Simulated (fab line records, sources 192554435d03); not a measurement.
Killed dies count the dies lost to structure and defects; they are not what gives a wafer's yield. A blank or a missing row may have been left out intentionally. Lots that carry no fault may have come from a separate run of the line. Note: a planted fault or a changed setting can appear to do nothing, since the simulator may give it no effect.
A struck lot beside a sound one | flow n5-finfet | 24 out of 1938 route steps
Sound: wafers L392.3, L392.4, L392.5. Struck: wafers L391.2, L391.5, L391.6. The cause is named last.
Order at every step that has rows: each side's tool, ch and its chambers, its first start. Under that, the readings that differ: sound wafers | struck wafers | difference of the means | sigmas: that difference in standard deviations of wafers without a fault.
alike: a reading whose means differ by less than 2 such deviations, as well as words and numbers matching on both sides. not compared: withheld readings; readings where some wafer has no value; bounds like >300 that might hide an equal value; numbers whose values overlap and for which the record gives no deviation.
A row with sigmas, a row that says differs or no value, or rows on one side alone: a step with any of these is where the two part. Numbers that don't overlap but have no deviation are shown without sigmas and don't part them. Lack of a reading on every wafer of one side parts them only where that side has two or more wafers.

first, 8 steps without rows for these wafers: N5_BEOL_M10_ANNEAL_51 (time 90 s); N5_BEOL_M10_CMP_52 (polishes, stops on SiCOH lowk, t overpolish 7 s, target thk 140 nm); N5_BEOL_M10_PRE_CLEAN_55 (time 15 s); N5_BEOL_M10_DEP_56 (deposits SiCN from 3MS/NH3, target thk 15 nm, time 26.5 s); N5_BEOL_M11_ILD_DEP_00 (deposits SiCOH lowk from DEMS/porogen, target thk 308.51 nm, time 58 s); N5_BEOL_M11_CURE_71 (cures SiCOH lowk, time 240 s); N5_BEOL_M11_PECVD_70 (deposits SiO2 from TEOS/O2, target thk 20 nm, time 22.7 s); N5_BEOL_M11_HM_DEP_02 (deposits TiN, target thk 20 nm).
N5_BEOL_M11_COAT_59: time 60 s, resist thk 100 nm.
  sound on litho-track-04 ch 0, day 14 06:50; struck on litho-track-05 ch 0, day 14 04:05
  reading                                   | sound                | struck               | difference | sigmas
  spin-speed-rpm (rpm)                      | 1500.7 1499.9 1499.6 | 1359.7 1359.1 1359.9 | -140.5     | -99 or more
  model.SOC_of_BEOL_M11_COAT_59.thk-nm (nm) | 100.4 100.4 100.2    | 104.8 105 104.6      | +4.5       |
  alike: exhaust-pa, plate-temp-C
then, 9 steps without rows for these wafers: N5_BEOL_M11_COAT_60 (time 60 s, resist thk 30 nm); N5_BEOL_M11_COAT_05 (resist thk 90 nm); N5_BEOL_M11_EBR_07; N5_BEOL_M11_SOFTBAKE_06 (time 60 s); N5_BEOL_M11_EXPOSE_08 (exposes mask M11); N5_BEOL_M11_PEB_09 (peb time 60 s); N5_BEOL_M11_DEVELOP_10 (develop time 30 s); N5_BEOL_M11_DESCUM_16 (chemistry O2, time 7.9 s); N5_BEOL_M11_ETCH_61 (etches SiARC in CF4, target depth 39 nm, time 65 s).
N5_BEOL_M11_ETCH_62: etches SOC in N2/H2, target depth 110 nm, overetch 22 nm, time 165 s.
  sound on rie-diel-04 ch 1,3, day 14 07:23; struck on rie-diel-02 ch 0,2,3, day 14 04:37
  reading                  | sound             | struck            | difference | sigmas
  model.etch.depth-nm (nm) | 100.3 100.5 100.3 | 104.8 105.1 104.7 | +4.5       |
  alike: drypump-motor-current-A, oes-product-au, rf-vpp-V, showerhead-plenum-p-Torr, throttle-valve-pct
  not compared: rf-hours-counter-h
then, 2 steps without rows for these wafers: N5_BEOL_M11_STRIP_68 (strips in N2/H2); N5_BEOL_M11_STRIP_67 (strips in CF4).
N5_BEOL_M11_HM_OPEN_17: chemistry Cl2/BCl3, target TiN, target depth 20 nm, overetch 6 nm.
  sound on rie-metal-02 ch 0,1, day 14 07:36; struck on rie-metal-02 ch 0,1, day 14 04:49
  reading                                   | sound          | struck       | difference | sigmas
  model.SOC_of_BEOL_M11_COAT_59.thk-nm (nm) | 92.2 92.6 92.2 | 97 97.2 96.8 | +5         |
  alike: drypump-motor-current-A, oes-product-au, throttle-valve-pct
  not compared: rf-hours-counter-h
then, 1 step without rows for these wafers: N5_BEOL_M11_STRIP_19 (strips in O2).
N5_PASSIVATION_PROBE_49:
  only the struck wafers here have rows in the record (prober-01, day 16 03:41); the sound ones have none

== WHERE THEY PART ==
At N5_BEOL_M11_COAT_59 first; at N5_PASSIVATION_PROBE_49 last (within this record only).

WHY: what had been put in by the simulator
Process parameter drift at N5_BEOL_M11_COAT_59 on litho-track-05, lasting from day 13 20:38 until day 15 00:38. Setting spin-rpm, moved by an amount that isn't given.
